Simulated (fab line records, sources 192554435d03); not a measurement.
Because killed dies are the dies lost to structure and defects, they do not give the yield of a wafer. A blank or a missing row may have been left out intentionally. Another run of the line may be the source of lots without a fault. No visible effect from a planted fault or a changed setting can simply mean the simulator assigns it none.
A struck lot beside a sound one    flow n5Finfet    17 out of 1938 route steps
Sound: wafers L155.4, L155.5, L155.6. Wafers struck: L172.1, L172.6. The cause is named last.
Per side, at each step with rows, come the tool, then ch with its chambers, and then its first start. Under that, the readings that differ: sound wafers    struck wafers    difference of the means    sigmas: that difference in standard deviations of wafers without a fault.
alike: readings with means less than 2 such deviations apart, plus words and numbers identical on both sides. not compared: withheld readings, readings lacking a value on some wafer, bounds such as >300 that could conceal the same value, and numbers that have no deviation in the record and whose values overlap.
Wherever a step has rows on one side only, a row that says differs or no value, or a row with sigmas, the two part there. Numbers that don't overlap but have no deviation are shown without sigmas and don't part them. A reading missing from all wafers of one side parts the sides only when that side holds two or more wafers.

N5_BEOL_M15_ETCH_61: etches BARC in N2/H2, target depth 89 nm, overetch 26.7 nm, time 67.9 s.
  sound on rieDiel-01 ch 1,2, day 12 03:41; struck on rieDiel-03 ch 3, day 17 06:53
  alike: drypumpMotorCurrentA, oesProductAu, rfVppV, showerheadPlenumPTorr, throttleValvePct
  not compared: rfHoursCounterH
then, 1 step without rows for these wafers: N5_BEOL_M15_TRENCH_ETCH_34 (etches SiO2 in C4F8/O2/Ar, target depth 872.93 nm, time 199 s).
N5_BEOL_M15_STRIP_36: strips in O2.
  sound on rieDiel-01 ch 0,1,2, day 12 04:04; struck on rieDiel-03 ch 0,1, day 17 07:55
reading               sound              struck       difference  sigmas
throttleValvePct (%)  16.93 16.87 16.82  16.50 16.24  -0.50       -2
  alike: drypumpMotorCurrentA, oesProductAu, rfVppV, showerheadPlenumPTorr
  not compared: rfHoursCounterH
then, 2 steps without rows for these wafers: N5_BEOL_M15_STRIP_62 (strips in O2); N5_BEOL_M15_STRIP_37 (strips in O2).
N5_BEOL_M15_ETCH_38: etches SiCN in CF4/N2, target depth 106.4 nm, time 120.5 s.
  sound: rieDiel-01 ch 0,1,2; struck: rieDiel-03 ch 0,1
reading     sound              struck       difference  sigmas
rfVppV (V)  381.1 383.1 383.1  376.5 380.2  -4.1        -2
  alike: drypumpMotorCurrentA, oesProductAu, showerheadPlenumPTorr, throttleValvePct
  not compared: rfHoursCounterH
then, 4 steps without rows for these wafers: N5_BEOL_M15_PRECLEAN_39 (cleans in residue remover, time 60 s); N5_BEOL_M15_SRD_40 (time 30 s, dry time 30 s); N5_BEOL_M15_DEGAS_41 (time 60 s); N5_BEOL_M15_PRE_CLEAN_42 (time 30 s).
N5_BEOL_M15_SPUTTER_43: material TaN, target thk 15 nm, time 24.19 s.
  sound: pvdSputter-02 at day 12 05:52; struck: pvdSputter-02 at day 17 08:46
  alike: throttleValvePct
N5_BEOL_M15_SPUTTER_44: material Ta, target thk 15 nm, time 24.19 s.
  sound: pvdSputter-02 at day 12 05:57; struck: pvdSputter-02 at day 17 08:50
reading                                     sound           struck   difference  sigmas
model.Ta_of_BEOL_M15_SPUTTER_44.thkNm (nm)  15.2 15.2 15.4  13 12.8  -2          
  alike: throttleValvePct
then, 2 steps without rows for these wafers: N5_BEOL_M15_SPUTTER_45 (material Cu, target thk 100 nm, time 16.67 s); N5_BEOL_M15_ECD_47 (material Cu, target thk 1860 nm).
N5_BEOL_M15_ANNEAL_48: time 90 s.
  sound on rtpAnneal-02 ch 0, day 12 06:32; struck on rtpAnneal-01 ch 0, day 17 09:17
  alike: annealTempCMax, wafer_temp_C_max
N5_BEOL_M15_CMP_49: polishes, stops on SiO2, t overpolish 4.9 s, target thk 850 nm.
  sound on cmp-04 ch 1,2, day 12 06:44; struck on cmp-01 ch 0,2, day 17 09:41
reading                    sound              struck       difference  sigmas
barrierFieldEndpointS (s)  11.79 11.17 11.60  10.89 10.53  -0.81       -3
  alike: clearingPlatenRpm, headPressurePsi, motorCurrentA, platenRpm
  not compared: padLifeWafers
N5_BEOL_M15_THK_MEAS_50: measures by xrf.
  sound: filmMetro-01 at day 12 06:59; struck: filmMetro-01 at day 17 09:52
  alike: M15_THK

== WHERE THEY PART ==
Earliest at N5_BEOL_M15_STRIP_36; latest, in this record, at N5_BEOL_M15_CMP_49. Later steps at which nothing parts them and some readings are alike: N5_BEOL_M15_THK_MEAS_50.

WHY: whatever the simulator had introduced
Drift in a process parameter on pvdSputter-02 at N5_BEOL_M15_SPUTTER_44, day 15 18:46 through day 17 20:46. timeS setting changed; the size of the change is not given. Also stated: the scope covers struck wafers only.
